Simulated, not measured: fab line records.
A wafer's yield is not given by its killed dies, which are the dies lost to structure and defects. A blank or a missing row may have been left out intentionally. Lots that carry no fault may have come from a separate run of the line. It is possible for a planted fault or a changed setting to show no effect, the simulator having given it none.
Which tool was responsible? -- flow nandHarc -- 11 lots, 33 wafers sampled, at 6 steps of a route of 1159

## WHAT EACH GAUGE READ, for each wafer
NHARC_A_CONTACT_CD_MEAS_08 targets a cd of 100 nm.
lot,measured,on,cdNm (nm)
L694,day 17 02:10,cdSem-01,99.3 100.3 100.4
L695,day 17 04:26,cdSem-01,99.5 100.0 100.0
L698,day 17 09:34,cdSem-03,100.5 99.9 100.3
L699,day 18 09:52,cdSem-03,102.1 99.9 100.5
L702,day 18 23:47,cdSem-03,99.6 99.0 99.8
L704,day 19 10:17,cdSem-03,99.1 99.2 99.5
L705,day 20 08:02,cdSem-01,100.2 100.3 99.9
L710,day 21 04:08,cdSem-03,99.0 100.1 100.1
L717,day 22 10:45,cdSem-01,100.2 98.9 100.4
L716,day 22 14:50,cdSem-03,99.1 100.2 100.8
L714,day 22 19:06,cdSem-01,100.0 100.3 99.9

NHARC_END_SORT_01.
lot,measured,on,killedAtArray,killedAtOther,killedAtPeriphery,killedDies,killedOpen,killedShort
L704,day 22 15:55,prober-01,83 115 88,1 0 0,3 3 4,87 118 92,5 2 3,2 2 6
L705,day 23 13:07,prober-02,94 91 95,0 0 0,1 1 2,95 92 97,3 4 2,1 0 3

## EACH LOT AND THE TOOL THAT RAN IT (in order: tool; ch and the chambers of the sampled wafers; start)
lot,NHARC_A_CONTACT_ETCH_130,NHARC_A_CONTACT_ETCH_133,NHARC_A_CONTACT_DESCUM_13,NHARC_A_CONTACT_ETCH_134
L694,"harCapEtch-01 ch 0,1, day 16 21:46","harCapEtch-01 ch 0,1, day 16 22:11","rieDiel-05 ch 0,1,3, day 17 02:22","harCapEtch-02 ch 0,1, day 17 03:23"
L695,"harCapEtch-01 ch 0,1, day 16 23:25","harCapEtch-01 ch 0,1, day 16 23:53","rieDiel-05 ch 0,1, day 17 04:37","harCapEtch-01 ch 0,1, day 17 05:41"
L698,"harCapEtch-03 ch 0,1, day 17 05:13","harCapEtch-03 ch 0,1, day 17 05:38","rieDiel-02 ch 0,2, day 17 09:45","harCapEtch-01 ch 0,1, day 17 10:47"
L699,"harCapEtch-02 ch 0,1, day 18 04:44","harCapEtch-02 ch 0,1, day 18 05:11","rieDiel-13 ch 0,1,2, day 18 10:02","harCapEtch-03 ch 0,1, day 18 11:02"
L702,"harCapEtch-02 ch 0,1, day 18 19:13","harCapEtch-02 ch 0,1, day 18 19:38","rieDiel-05 ch 1,2,3, day 18 23:59","harCapEtch-02 ch 0,1, day 19 00:59"
L704,"harCapEtch-02 ch 0,1, day 19 05:46","harCapEtch-02 ch 0,1, day 19 06:14","rieDiel-05 ch 1,2,3, day 19 14:48","harCapEtch-02 ch 0,1, day 19 16:16"
L705,"harCapEtch-02 ch 0,1, day 20 03:53","harCapEtch-02 ch 0,1, day 20 04:22","rieDiel-02 ch 1,2, day 20 09:10","harCapEtch-03 ch 0,1, day 20 10:17"
L710,"harCapEtch-01 ch 0, day 20 22:36","harCapEtch-01 ch 0, day 20 23:03","rieDiel-13 ch 0,1,2, day 21 04:20","harCapEtch-03 ch 0,1, day 21 05:20"
L717,"harCapEtch-01 ch 0,1, day 22 06:19","harCapEtch-01 ch 0,1, day 22 06:44","rieDiel-05 ch 0,3, day 22 10:56","harCapEtch-03 ch 0,1, day 22 11:58"
L716,"harCapEtch-03 ch 0,1, day 22 09:05","harCapEtch-03 ch 0,1, day 22 09:34","rieDiel-02 ch 0,1, day 22 15:01","harCapEtch-03 ch 0,1, day 22 17:10"
L714,"harCapEtch-01 ch 0,1, day 22 10:29","harCapEtch-01 ch 0,1, day 22 10:56","rieDiel-13 ch 0,1,3, day 22 19:17","harCapEtch-03 ch 0,1, day 22 20:22"
- NHARC_A_CONTACT_ETCH_130: etches the open film in C4F8/O2/Ar, time 155 s, target depth 956 nm.
- NHARC_A_CONTACT_ETCH_133: etches the open film in C4F8/O2/Ar, time 195 s, target depth 840 nm.
- NHARC_A_CONTACT_DESCUM_13: chemistry O2, time 3 s.
- NHARC_A_CONTACT_ETCH_134: etches the open film in C4F8/O2/Ar, time 140 s, target depth 700 nm.

## WHAT THE TOOLS THEMSELVES READ (means of the sampled wafers that have a number; where no wafer has one, the mark that the record gives instead)
NHARC_A_CONTACT_ETCH_130.
lot,tool,chamberPressureMTorr (mTorr),oesAirLineAu (a.u.)
L694,harCapEtch-01,20.005,0.999
L695,harCapEtch-01,20.023,1.021
L698,harCapEtch-03,20.007,1.009
L699,harCapEtch-02,19.998,1.002
L702,harCapEtch-02,19.992,1.008
L704,harCapEtch-02,19.990,0.986
L705,harCapEtch-02,20.010,0.988
L710,harCapEtch-01,20.009,0.991
L717,harCapEtch-01,20.018,0.991
L716,harCapEtch-03,20.006,1.010
L714,harCapEtch-01,20.007,1.006

NHARC_A_CONTACT_ETCH_133.
lot,tool,chamberPressureMTorr (mTorr),oesAirLineAu (a.u.)
L694,harCapEtch-01,20.015,0.996
L695,harCapEtch-01,20.008,1.001
L698,harCapEtch-03,19.997,0.988
L699,harCapEtch-02,20.000,1.012
L702,harCapEtch-02,20.002,1.020
L704,harCapEtch-02,19.997,1.000
L705,harCapEtch-02,20.003,1.013
L710,harCapEtch-01,19.996,0.989
L717,harCapEtch-01,19.980,0.976
L716,harCapEtch-03,20.000,1.015
L714,harCapEtch-01,20.003,1.012

NHARC_A_CONTACT_DESCUM_13.
lot,tool,chamberPressureMTorr (mTorr),drypumpMotorCurrentA (A),oesProductAu (a.u.),rfVppV (V),showerheadPlenumPTorr (Torr),throttleValvePct (%)
L694,rieDiel-05,60.02,5.6,0.993,58.0,1.86,11.318
L695,rieDiel-05,60.00,5.6,1.002,57.7,1.79,11.318
L698,rieDiel-02,60.00,5.7,1.008,58.2,1.92,11.315
L699,rieDiel-13,60.02,5.5,1.000,58.2,1.85,11.307
L702,rieDiel-05,60.04,5.8,0.989,57.3,1.86,11.321
L704,rieDiel-05,59.97,5.8,0.994,58.1,1.86,11.312
L705,rieDiel-02,60.00,5.6,1.010,57.3,1.95,11.313
L710,rieDiel-13,60.01,5.5,1.014,56.8,1.84,11.311
L717,rieDiel-05,60.04,5.7,0.988,57.3,1.91,11.316
L716,rieDiel-02,59.98,6.1,1.002,57.4,1.95,11.306
L714,rieDiel-13,59.95,5.5,0.997,57.9,1.87,11.318

NHARC_A_CONTACT_ETCH_134.
lot,tool,chamberPressureMTorr (mTorr),oesAirLineAu (a.u.)
L694,harCapEtch-02,19.992,0.993
L695,harCapEtch-01,20.003,1.013
L698,harCapEtch-01,19.999,0.995
L699,harCapEtch-03,20.005,1.010
L702,harCapEtch-02,19.996,1.011
L704,harCapEtch-02,19.987,1.005
L705,harCapEtch-03,20.005,1.015
L710,harCapEtch-03,20.003,1.012
L717,harCapEtch-03,20.000,1.021
L716,harCapEtch-03,20.007,1.004
L714,harCapEtch-03,19.996,0.987

## THE ANSWER, worked out from the rows above alone
Rule: the lots themselves supply what counts as usual. The widest of any qualifying gaps counts: lots, ordered by their means at a reading, are off when they make up no more than a third of the lots, leave a main group of 4 or more, and stand apart from it by 3 or more times the standard deviation of that group's means. The tables above print the reading to a certain number of digits; a main group whose means all agree to those digits is not used. A lot without any number at a reading at which 4 lots or more have one is off too. Where the step has rows for the other lots, those lots are counted as sound. After the gauges, taken in route order, come the tools' own readings; for these a lot's mean is taken, as printed above. At the first step where some lot is off, the reading lying furthest off is the one used; lots without a number count as furthest.
No lot is off at any reading shown: from this, nothing can be told.

## WHAT THE SIMULATOR HAD INSERTED
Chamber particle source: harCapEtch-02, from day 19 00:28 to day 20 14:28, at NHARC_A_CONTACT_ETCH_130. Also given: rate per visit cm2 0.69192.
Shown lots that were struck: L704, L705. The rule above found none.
